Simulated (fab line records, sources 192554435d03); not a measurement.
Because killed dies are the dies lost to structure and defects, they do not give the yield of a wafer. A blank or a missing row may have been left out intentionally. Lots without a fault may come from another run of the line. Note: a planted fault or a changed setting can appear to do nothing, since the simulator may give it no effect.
fab line records | flow n5Finfet
record lots=5 | wafers=15 | lastDay=19
route steps=1938 shown BEOL_M2@858 BEOL_M4@1111 PASSIVATION@1936
lots untouched by any fault: they come from a run of this same line in which no faults occurred
startH: start of the lot's first displayed wafer, in hours after the record's first day | waitH: hours elapsed since this lot's preceding step | " same as the row above | L1.1+2: a single row standing in for several wafers | - no value, or no start given | * or withheld: withheld | < > ~ a bound
route shown NAME@n: names a module that has steps shown in the file, with the first one's number in the route | usual: mean/standard deviation taken from wafers without a fault | same: alike in all rows | chamber/n: place in a boat | sites: each site's reading | _std_site: the standard deviation of these | _edge_site: inner sites' mean taken away from outer sites' mean | radiusMm: how far each site lies from the wafer's centre | mask NAME#n: copy n | behind: the last tool/chamber to shape the wafer | hold: cause of the lot's hold/its duration in hours/its outcome | device: whichever transistor did not switch (one of n, p or np) | end of line: the route-end tests of the same wafers | for a step that has no rows: nothing shown but its recipe | killed: dies lost to structure and defects at the first sort, not the wafer's yield | map: shows each die of a wafer: x if killed, . if not, _ if none is there
set.NAME: the setting as run; set.NAME@STEP: as run at that earlier step | model.NAME: the simulator's own value behind a step, which no gauge read
lots at some steps of the route; a table a step, a row a wafer
services: from which hour (startH, from the record's first day; less than 0 if before it) a tool's chamber was out of use, for how many hours, and why
## steps
# step N5_BEOL_M2_ETCH_74
# recipe chemistry=N2/H2 | target=underlayer | targetDepthA=65 | maskMaterial=CAR-EUV | timeS=5.2 | ionEnergyEv=200 | pressureMtorr=30 | sourceW=840 | biasW=150 | n2FlowSccm=200 | h2FlowSccm=200 | ends=cleared
# step N5_BEOL_M2_ETCH_63
# recipe chemistry=CF4 | target=SiARC | targetDepthA=156 | maskMaterial=CAR-EUV | timeS=26 | ionEnergyEv=80 | pressureMtorr=40 | sourceW=545 | biasW=36 | Ar_flow_sccm=100 | cf4FlowSccm=100 | ends=cleared
# step N5_BEOL_M2_ETCH_64
# recipe chemistry=N2/H2 | target=SOC | targetDepthA=750 | overetchA=225 | maskMaterial=SiARC | tempC=40 | timeS=121.9 | ionEnergyEv=200 | pressureMtorr=30 | sourceW=840 | biasW=150 | n2FlowSccm=200 | h2FlowSccm=200
# step N5_BEOL_M2_STRIP_65
# recipe chemistry=N2/H2 | tempC=40 | n2FlowSccm=200 | h2FlowSccm=200 | rfFrequencyHz=6e+07
# step N5_BEOL_M2_STRIP_75
# recipe chemistry=N2/H2 | tempC=40 | n2FlowSccm=200 | h2FlowSccm=200 | rfFrequencyHz=6e+07
# step N5_BEOL_M2_STRIP_66
# recipe chemistry=CF4 | resist=SiARC | powerW=300 | biasPowerW=75 | pressureMtorr=50 | cf4FlowSccm=150 | rfFrequencyHz=6e+07
# step N5_BEOL_M2_HM_OPEN_17
# recipe chemistry=Cl2/BCl3 | targetDepthA=200 | overetchA=60 | target=TiN | maskMaterial=SOC | ionEnergyEv=150 | pressureMtorr=10 | icpW=1000 | biasW=126 | Cl2_flow_sccm=53.25 | bcl3FlowSccm=21.75 | Ar_flow_sccm=25
# step N5_BEOL_M2_STRIP_19
# recipe chemistry=O2 | powerW=400 | tempC=40 | pressureMtorr=30 | rfFrequencyHz=6e+07 | biasPowerW=0 | overashFraction=0.2 | o2FlowSccm=225
# step N5_BEOL_M2_COAT_67
# recipe resist=SOC | tempC=250 | timeS=60 | spinRpm=1500 | resistThkNm=60
# step N5_BEOL_M2_COAT_68
# recipe resist=SiARC | tempC=220 | timeS=60 | spinRpm=1500 | resistThkNm=12
# step N5_BEOL_M2_COAT_76
# recipe resist=underlayer | tempC=205 | timeS=60 | spinRpm=1500 | resistThkNm=5
# step N5_BEOL_M2_COAT_22
# recipe resist=CAR-EUV | spinRpm=1500 | resistThkNm=30
# usual dispensePressureKPa=46.4/1.7 | spinSpeedRpm=1500.1/1
lot.wafer | tool          | chamber | startH | waitH | dispensePressureKPa | spinSpeedRpm | model.CAR-EUV_of_BEOL_M2_COAT_22.thkNm
L414.2    | lithoTrack-02 | 0       | 161.85 | -     | 47.1                | 1502.7       | 30
L414.3    | "             | 0       | "      | "     | 47.1                | 1502.4       | 30
L414.4    | "             | 0       | "      | "     | 47.1                | 1501.3       | 30
L425.2    | lithoTrack-02 | 0       | 246.54 | -     | 47.1                | 1419.7       | 30.6
L425.4    | "             | 0       | "      | "     | 47.1                | 1419.9       | 30.8
L425.5    | "             | 0       | "      | "     | 47.1                | 1419.0       | 30.6
L426.1    | lithoTrack-02 | 0       | 247.52 | -     | 47.1                | 1420.4       | 30.6
L426.4    | "             | 0       | "      | "     | 47.1                | 1420.1       | 30.8
L426.6    | "             | 0       | "      | "     | 47.1                | 1420.3       | 30.8
L431.3    | lithoTrack-02 | 0       | 269.92 | -     | 47.1                | 1419.5       | 30.6
L431.4    | "             | 0       | "      | "     | 47.1                | 1419.2       | 30.6
L431.5    | "             | 0       | "      | "     | 47.1                | 1420.6       | 30.6
L433.3    | lithoTrack-04 | 0       | 271.31 | -     | 44.5                | 1499.5       | 30
L433.5    | "             | 0       | "      | "     | 44.5                | 1499.7       | 29.8
L433.6    | "             | 0       | "      | "     | 44.5                | 1499.9       | 29.8
# step N5_BEOL_M2_EBR_24
# recipe solvent=PGMEA | ebrWidthMm=1.5
# step N5_BEOL_M2_SOFTBAKE_23
# recipe tempC=110 | timeS=60 | resist=CAR-EUV
# step N5_BEOL_M2_EXPOSE_25
# recipe maskId=V1 | na=0.33 | sourceShape=quasar | sigmaInner=0.2 | sigmaOuter=0.8 | polarization=unpolarized | defocusNm=5 | doseMj=63
# step N5_BEOL_M2_PEB_26
# recipe pebTempC=100 | pebTimeS=60 | resist=CAR-EUV
# step N5_BEOL_M2_DEVELOP_27
# recipe developTimeS=30 | developer=TMAH | resist=CAR-EUV | rinseLiquid=surfactantRinse | dry=airSpin | devTempC=23
# step N5_BEOL_M2_DESCUM_33
# recipe chemistry=O2 | timeS=7 | sourcePowerW=50 | biasPowerW=20 | pressureMtorr=20 | rfFrequencyHz=2.712e+07 | tempC=40 | resist=CAR-EUV | o2FlowSccm=225
# step N5_BEOL_M2_ETCH_77
# recipe chemistry=N2/H2 | target=underlayer | targetDepthA=65 | maskMaterial=CAR-EUV | timeS=5.2 | ionEnergyEv=200 | pressureMtorr=30 | sourceW=840 | biasW=150 | n2FlowSccm=200 | h2FlowSccm=200 | ends=cleared
# step N5_BEOL_M2_ETCH_69
# recipe chemistry=CF4 | target=SiARC | targetDepthA=156 | maskMaterial=CAR-EUV | timeS=26 | ionEnergyEv=80 | pressureMtorr=40 | sourceW=545 | biasW=36 | Ar_flow_sccm=100 | cf4FlowSccm=100 | ends=cleared
# step N5_BEOL_M2_ALD_98
# recipe material=SiO2 | targetThkA=25 | tempC=100 | aldPrecursorFamily=BDEAS | aldCoReactant=O2-plasma | pulseTimeS=1 | coReactantPulseTimeS=1 | purgeTimeS=2 | coReactantPurgeTimeS=2 | aldCycles=17 | pressureTorr=2
# step N5_BEOL_M2_ETCHBACK_99
# recipe chemistry=CHF3 | target=SiO2 | targetDepthA=50 | timeS=10.4 | sourceW=215 | biasW=47 | Ar_flow_sccm=200 | CHF3_flow_sccm=12 | ionEnergyEv=100 | pressureMtorr=30
# usual drypumpMotorCurrentA=5.7/0.36 | oesProductAu=0.81/0.09 | rfVppV=242/6.3 | showerheadPlenumPTorr=2.20/0.054 | throttleValvePct=16.9/0.35
# same timeS=10.4
lot.wafer | tool       | chamber | startH | waitH | drypumpMotorCurrentA | oesProductAu | rfHoursCounterH | rfVppV | showerheadPlenumPTorr | throttleValvePct | model.CAR-EUV_of_BEOL_M2_COAT_22.thkNm
L414.2    | rieDiel-01 | 1       | 172.27 | 9.0   | 5.3                  | 0.72         | 202             | 243    | 2.23                  | 17.2             | 10.4
L414.3    | "          | 2       | "      | "     | 5.9                  | 0.81         | 59              | 237    | 2.25                  | 16.7             | 10.4
L414.4    | "          | 2       | "      | "     | 5.9                  | 0.82         | -               | 236    | 2.25                  | 16.7             | 10.4
L425.2    | rieDiel-01 | 2       | 248.33 | 1.2   | 5.9                  | 0.77         | 89              | 235    | 2.24                  | 16.7             | 11
L425.4    | "          | 1       | "      | "     | 5.3                  | 0.69         | 232             | 241    | 2.22                  | 17.3             | 11.4
L425.5    | "          | 3       | "      | "     | 5.2                  | 0.86         | -               | 233    | 2.20                  | 16.8             | 11.2
L426.1    | rieDiel-06 | 1       | 252.67 | 4.3   | 5.6                  | 0.78         | 106             | 243    | 2.16                  | 17.2             | 11.2
L426.4    | "          | 0       | "      | "     | 5.2                  | 0.90         | 29              | 247    | 2.17                  | 16.4             | 11.2
L426.6    | "          | 2       | "      | "     | 5.6                  | 0.91         | -               | 231    | 2.20                  | 16.6             | 11.2
L431.3    | rieDiel-01 | 0       | 275.63 | 4.9   | 5.9                  | 0.84         | 53              | 240    | 2.30                  | 16.7             | 11.2
L431.4    | "          | 1       | "      | "     | 5.3                  | 0.70         | 239             | 241    | 2.22                  | 17.3             | 11
L431.5    | "          | 3       | "      | "     | 5.3                  | 0.85         | -               | 234    | 2.19                  | 16.8             | 11
L433.3    | rieDiel-04 | 0       | 276.36 | 4.0   | 6.1                  | 0.89         | 58              | 243    | 2.18                  | 16.6             | 10.4
L433.5    | "          | 1       | "      | "     | 6.2                  | 0.72         | -               | 240    | 2.23                  | 17.6             | 10.4
L433.6    | "          | 2       | "      | "     | 5.9                  | 0.70         | -               | 242    | 2.13                  | 17.2             | 10.2
# step N5_BEOL_M2_ETCH_70
# recipe chemistry=N2/H2 | target=SOC | targetDepthA=800 | overetchA=240 | maskMaterial=SiARC | tempC=40 | timeS=130 | ionEnergyEv=200 | pressureMtorr=30 | sourceW=840 | biasW=150 | n2FlowSccm=200 | h2FlowSccm=200
# step N5_BEOL_M4_RC_MEAS_101
# usual DIBL_N=36.0/1.9 | DIBL_P=35.6/2.2 | IOFF_N=0.15/0.031 | IOFF_P=0.19/0.032 | ION_N=668/11 | ION_P=455/7.2 | SS_N=71.5/0.65 | SS_P=73.4/0.64 | VT_N=251/3.6 | VT_P=-253/3.3
lot.wafer | tool      | chamber | startH | waitH | DIBL_N[mV/V] | DIBL_P[mV/V] | IOFF_N[nA/um] | IOFF_P[nA/um] | ION_N[uA/um] | ION_P[uA/um] | SS_N[mV/dec] | SS_P[mV/dec] | VT_N[mV] | VT_P[mV]
L414.2    | prober-02 | 0       | 226.81 | 0.2   | 38.0         | 38.6         | 0.21          | 0.24          | 678          | 460          | 72.4         | 73.2         | 245      | -249
L414.3    | "         | 0       | "      | "     | 35.6         | 35.3         | 0.15          | 0.19          | 671          | 460          | 71.4         | 72.9         | 253      | -252
L414.4    | "         | 0       | "      | "     | 37.9         | 38.4         | 0.19          | 0.23          | 674          | 453          | 71.7         | 74.3         | 247      | -251
L425.2    | prober-02 | 0       | 298.07 | 0.2   | 36.8         | 36.6         | 0.16          | 0.18          | 682          | 467          | 70.8         | 73.8         | 248      | -251
L425.4    | "         | 0       | "      | "     | 38.3         | 38.6         | 0.19          | 0.22          | 688          | 470          | 72.1         | 73.6         | 248      | -250
L425.5    | "         | 0       | "      | "     | 37.0         | 35.9         | 0.15          | 0.18          | 676          | 461          | 71.0         | 73.6         | 248      | -253
L426.1    | prober-01 | 0       | 305.61 | 0.0   | 37.3         | 40.1         | 0.18          | 0.23          | 659          | 450          | 72.7         | 75.0         | 249      | -251
L426.4    | "         | 0       | "      | "     | 36.8         | 37.6         | 0.17          | 0.18          | 673          | 447          | 71.9         | 72.8         | 249      | -256
L426.6    | "         | 0       | "      | "     | 33.6         | 34.6         | 0.13          | 0.15          | 657          | 451          | 71.3         | 72.6         | 253      | -257
L431.3    | prober-02 | 0       | 322.74 | 0.3   | 36.7         | 36.8         | 0.16          | 0.21          | 679          | 462          | 71.7         | 74.5         | 253      | -251
L431.4    | "         | 0       | "      | "     | 34.6         | 34.9         | 0.14          | 0.19          | 672          | 459          | 71.3         | 73.6         | 250      | -251
L431.5    | "         | 0       | "      | "     | 35.8         | 36.5         | 0.16          | 0.21          | 668          | 459          | 72.2         | 73.2         | 254      | -250
L433.3    | prober-02 | 0       | 334.02 | 0.3   | 31.3         | 31.4         | 0.09          | 0.12          | 643          | 437          | 70.9         | 73.3         | 258      | -261
L433.5    | "         | 0       | "      | "     | 30.9         | 31.4         | 0.09          | 0.12          | 644          | 437          | 71.8         | 72.3         | 260      | -263
L433.6    | "         | 0       | "      | "     | 33.4         | 34.2         | 0.12          | 0.14          | 659          | 441          | 71.5         | 73.0         | 257      | -262
# step N5_PASSIVATION_PROBE_49
# usual defectLimitedYield=91.3/1.4 | killed_at_M0_to_M3=34/10 | killed_at_M4_up=14/5.5 | killedAtContacts=12/6 | killedAtFrontEnd=40/10 | killedAtOther=3.0/2.4 | killedDies=103/17 | killedOpen=68/13 | killedShort=34/7.8 | sort_bin_5_function=5.1/0.97 | sort_bin_6_memory=3.3/0.66 | sort_bin_8_speed=0.02/0.12 | sortNPass=1077/17 | sortYieldPct=91.2/1.4
# same grossDies=1180 | killedAtBackSide=0 | sort_bin_4_leakage[%]=0
lot.wafer | tool      | chamber | startH | waitH | defectLimitedYield[%] | killed_at_M0_to_M3 | killed_at_M4_up | killedAtContacts | killedAtFrontEnd | killedAtOther | killedDies | killedOpen | killedShort | sort_bin_5_function[%] | sort_bin_6_memory[%] | sort_bin_8_speed[%] | sortNPass | sortYieldPct[%]
L414.2    | prober-02 | -       | 323.41 | 0.5   | 88.3                  | 49                 | 10              | 9                | 65               | 5             | 138        | 75         | 61          | 6.4                    | 4.6                  | 0                   | 1042      | 88.3
L414.3    | prober-02 | -       | 323.46 | 0.5   | 90.8                  | 45                 | 18              | 7                | 36               | 2             | 108        | 65         | 40          | 5.1                    | 3.8                  | 0                   | 1072      | 90.8
L414.4    | prober-02 | -       | 323.51 | 0.6   | 89.2                  | 51                 | 14              | 3                | 57               | 2             | 127        | 86         | 40          | 5.7                    | 4.5                  | 0                   | 1053      | 89.2
L425.2    | prober-01 | -       | 401.51 | 0.1   | 92.7                  | 33                 | 7               | 5                | 41               | 0             | 86         | 42         | 42          | 4.5                    | 2.5                  | 0                   | 1094      | 92.7
L425.4    | prober-01 | -       | 401.61 | 0.2   | 90.3                  | 37                 | 14              | 15               | 45               | 4             | 115        | 72         | 35          | 5.6                    | 3.3                  | 0                   | 1065      | 90.3
L425.5    | prober-01 | -       | 401.66 | 0.2   | 90.7                  | 20                 | 4               | 9                | 67               | 10            | 110        | 64         | 38          | 5.8                    | 3.1                  | 0                   | 1070      | 90.7
L426.1    | prober-01 | -       | 416.60 | 0.0   | 90.4                  | 51                 | 20              | 6                | 35               | 1             | 113        | 80         | 33          | 5.9                    | 3.5                  | 0                   | 1067      | 90.4
L426.4    | prober-01 | -       | 416.75 | 0.2   | 91.4                  | 41                 | 5               | 8                | 43               | 4             | 101        | 52         | 48          | 4.9                    | 3.3                  | 0                   | 1079      | 91.4
L426.6    | prober-01 | -       | 416.85 | 0.3   | 91.4                  | 34                 | 13              | 8                | 46               | 1             | 102        | 67         | 30          | 5.1                    | 3.0                  | 0                   | 1078      | 91.4
L431.3    | prober-02 | -       | 424.53 | 0.1   | 90.8                  | 33                 | 23              | 13               | 37               | 3             | 109        | 77         | 32          | 4.8                    | 4.2                  | 0                   | 1071      | 90.8
L431.4    | prober-02 | -       | 424.58 | 0.2   | 88.6                  | 54                 | 13              | 12               | 54               | 2             | 135        | 85         | 43          | 7.3                    | 3.2                  | 0                   | 1045      | 88.6
L431.5    | prober-02 | -       | 424.63 | 0.2   | 91.1                  | 34                 | 20              | 4                | 44               | 3             | 105        | 76         | 29          | 5.2                    | 3.5                  | 0                   | 1075      | 91.1
L433.3    | prober-01 | -       | 454.39 | 0.1   | 92.5                  | 29                 | 20              | 9                | 29               | 2             | 89         | 52         | 36          | 4.7                    | 2.8                  | 0.51                | 1085      | 91.9
L433.5    | prober-01 | -       | 454.49 | 0.2   | 92.9                  | 32                 | 13              | 4                | 34               | 1             | 84         | 44         | 40          | 4.3                    | 2.5                  | 1.36                | 1080      | 91.5
L433.6    | prober-01 | -       | 454.54 | 0.3   | 91.2                  | 24                 | 28              | 6                | 40               | 6             | 104        | 71         | 32          | 5.2                    | 3.5                  | 0.17                | 1074      | 91.0
# killed by level:class
L414.2 GATE_CUT:geometricParticle:short=21 FIN_SAQP:geometricParticle:open=17 BEOL_M1:geometricParticle:open=9 BEOL_M2:geometricParticle:open=9 FIN_SAQP:geometricParticle:short=8 MOL_CONTACT_COAG:geometricParticle:open=8 BEOL_M0:geometricParticle:short=7 BEOL_M3:geometricParticle:open=7
L414.3 GATE_CUT:geometricParticle:open=9 BEOL_M0_SAQP:geometricParticle:open=8 BEOL_M1:geometricParticle:open=8 BEOL_M4:geometricParticle:open=7 FIN_SAQP:geometricParticle:open=6 GATE_CUT:geometricParticle:short=6 BEOL_M2:geometricParticle:open=6 BEOL_M0_SAQP:geometricParticle:short=6
L414.4 STI_FIN_REVEAL:geometricParticle:open=20 FIN_SAQP:geometricParticle:short=12 BEOL_M1:geometricParticle:open=11 BEOL_M0_SAQP:geometricParticle:short=10 BEOL_M3:geometricParticle:open=9 BEOL_M0_SAQP:geometricParticle:open=8 GATE_CUT:geometricParticle:short=6 BEOL_M2:geometricParticle:open=6
L425.2 BEOL_M0_SAQP:geometricParticle:short=11 FIN_SAQP:geometricParticle:open=10 FIN_SAQP:geometricParticle:short=9 ILD0:geometricParticle:short=6 BEOL_M0_SAQP:geometricParticle:open=6 DUMMY_GATE:geometricParticle:open=4 BEOL_M1:geometricParticle:open=4 GATE_CUT:geometricParticle:short=4
L425.4 MOL_CONTACT_COAG:geometricParticle:open=13 FIN_SAQP:geometricParticle:open=12 BEOL_M0_SAQP:geometricParticle:open=11 BEOL_M0_SAQP:geometricParticle:short=9 STARTING-WAFER:geometricParticle:short=6 BEOL_M2:geometricParticle:short=5 HKMG_FIN:areaEtch=5 STI_FIN_REVEAL:geometricParticle:open=4
L425.5 STI_FIN_REVEAL:geometricParticle:open=20 FIN_SAQP:geometricParticle:short=14 FIN_SAQP:geometricParticle:open=14 MOL_CONTACT_COAG:geometricParticle:open=8 BEOL_M0_SAQP:geometricParticle:short=8 ILD0:geometricParticle:open=7 ILD0:geometricParticle:short=6 PASSIVATION:areaEtch=6
L426.1 BEOL_M3:geometricParticle:open=13 BEOL_M0_SAQP:geometricParticle:short=11 BEOL_M0_SAQP:geometricParticle:open=9 BEOL_M1:geometricParticle:open=9 BEOL_M4:geometricParticle:open=9 FIN_SAQP:geometricParticle:short=7 MOL_CONTACT_COAG:geometricParticle:open=6 STI_FIN_REVEAL:geometricParticle:open=5
L426.4 FIN_SAQP:geometricParticle:short=14 BEOL_M3:geometricParticle:open=11 BEOL_M0_SAQP:geometricParticle:short=9 MOL_CONTACT_COAG:geometricParticle:open=7 BEOL_M0_SAQP:geometricParticle:open=6 DUMMY_GATE:geometricParticle:open=5 GATE_CUT:geometricParticle:short=5 FIN_SAQP:geometricParticle:open=4
L426.6 STI_FIN_REVEAL:geometricParticle:open=12 BEOL_M3:geometricParticle:open=11 BEOL_M4:geometricParticle:open=9 FIN_SAQP:geometricParticle:short=8 FIN_SAQP:geometricParticle:open=8 MOL_CONTACT_COAG:geometricParticle:open=7 BEOL_M0_SAQP:geometricParticle:short=5 BEOL_M1:geometricParticle:open=5
L431.3 BEOL_M4:geometricParticle:open=16 MOL_CONTACT_COAG:geometricParticle:open=11 FIN_SAQP:geometricParticle:short=9 BEOL_M1:geometricParticle:open=8 STI_FIN_REVEAL:geometricParticle:open=7 BEOL_M2:geometricParticle:open=7 FIN_SAQP:geometricParticle:open=6 STI_FIN_REVEAL:geometricParticle:short=5
L431.4 BEOL_M0_SAQP:geometricParticle:short=17 STI_FIN_REVEAL:geometricParticle:open=12 MOL_CONTACT_COAG:geometricParticle:open=12 FIN_SAQP:geometricParticle:short=10 FIN_SAQP:geometricParticle:open=10 BEOL_M0_SAQP:geometricParticle:open=9 BEOL_M2:geometricParticle:open=9 BEOL_M0:geometricParticle:open=7
L431.5 FIN_SAQP:geometricParticle:open=15 BEOL_M1:geometricParticle:open=11 STI_FIN_REVEAL:geometricParticle:open=10 BEOL_M3:geometricParticle:open=8 BEOL_M5:geometricParticle:open=8 FIN_SAQP:geometricParticle:short=7 BEOL_M4:geometricParticle:open=7 BEOL_M1:geometricParticle:short=5
L433.3 BEOL_M0_SAQP:geometricParticle:short=9 MOL_CONTACT_COAG:geometricParticle:open=8 BEOL_M4:geometricParticle:open=8 FIN_SAQP:geometricParticle:short=7 BEOL_M2:geometricParticle:open=7 BEOL_M0_SAQP:geometricParticle:open=6 BEOL_M3:geometricParticle:open=4 BEOL_M4:geometricParticle:short=4
L433.5 BEOL_M0_SAQP:geometricParticle:open=7 BEOL_M0_SAQP:geometricParticle:short=7 FIN_SAQP:geometricParticle:open=5 STARTING-WAFER:geometricParticle:short=5 FIN_SAQP:geometricParticle:short=4 BEOL_M1:geometricParticle:open=4 DUMMY_GATE:geometricParticle:open=4 GATE_CUT:geometricParticle:short=4
L433.6 FIN_SAQP:geometricParticle:short=9 BEOL_M4:geometricParticle:open=9 ILD0:geometricParticle:open=7 STI_FIN_REVEAL:geometricParticle:open=6 BEOL_M0_SAQP:geometricParticle:open=6 BEOL_M2:geometricParticle:open=6 DUMMY_GATE:geometricParticle:open=5 MOL_CONTACT_COAG:geometricParticle:open=5
## services
tool          | chamber | startH | hours | kind
rieDiel-06    | 0       | 141.88 | -     | clean
rieDiel-06    | 0       | 141.88 | -     | consumableReplace:focusRing
rieDiel-06    | 0       | 141.88 | 33.7  | scheduledDown
rieDiel-06    | 0       | 141.88 | 33.7  | ventCycle
rieDiel-01    | 3       | 156.77 | 43.4  | repair
rieDiel-04    | 1       | 171.89 | 1.4   | repair
lithoTrack-02 | -       | 176.58 | -     | consumableReplace:filter
rieDiel-06    | 3       | 181.80 | 17.0  | repair
lithoTrack-04 | -       | 192.00 | -     | consumableReplace:filter
rieDiel-06    | 2       | 198.81 | -     | clean
rieDiel-06    | 2       | 198.81 | -     | consumableReplace:focusRing
rieDiel-06    | 2       | 198.81 | 16.9  | scheduledDown
rieDiel-06    | 2       | 198.81 | 16.9  | ventCycle
rieDiel-01    | -       | 202.64 | 0.5   | repair
rieDiel-01    | -       | 252.18 | 2.8   | pm
## key
firstSign step=N5_BEOL_M2_COAT_22 | reading=spinSpeedRpm | direction=down | sigmas=78 | usual=* | struck=*
effect none on later readings
modelEffect step=N5_BEOL_M2_COAT_22 | value=CAR-EUV_of_BEOL_M2_COAT_22.thkNm | without=29.84 | struck=30.67
modelEffect step=N5_BEOL_M2_ETCHBACK_99 | value=CAR-EUV_of_BEOL_M2_COAT_22.thkNm | without=10.36 | struck=11.16
metAt N5_BEOL_M2_COAT_22
struckWafers L425.2,L425.4,L425.5,L426.1,L426.4,L426.6,L431.3,L431.4,L431.5
onsetBetween 161.85 246.54
fault kind=processParameterDrift | tool=lithoTrack-02 | chamber=- | onsetH=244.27 | steps=N5_BEOL_M2_COAT_22 | channel=spinRpm | offset=* | shape=step | endH=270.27 | actsIn=* | stated=*
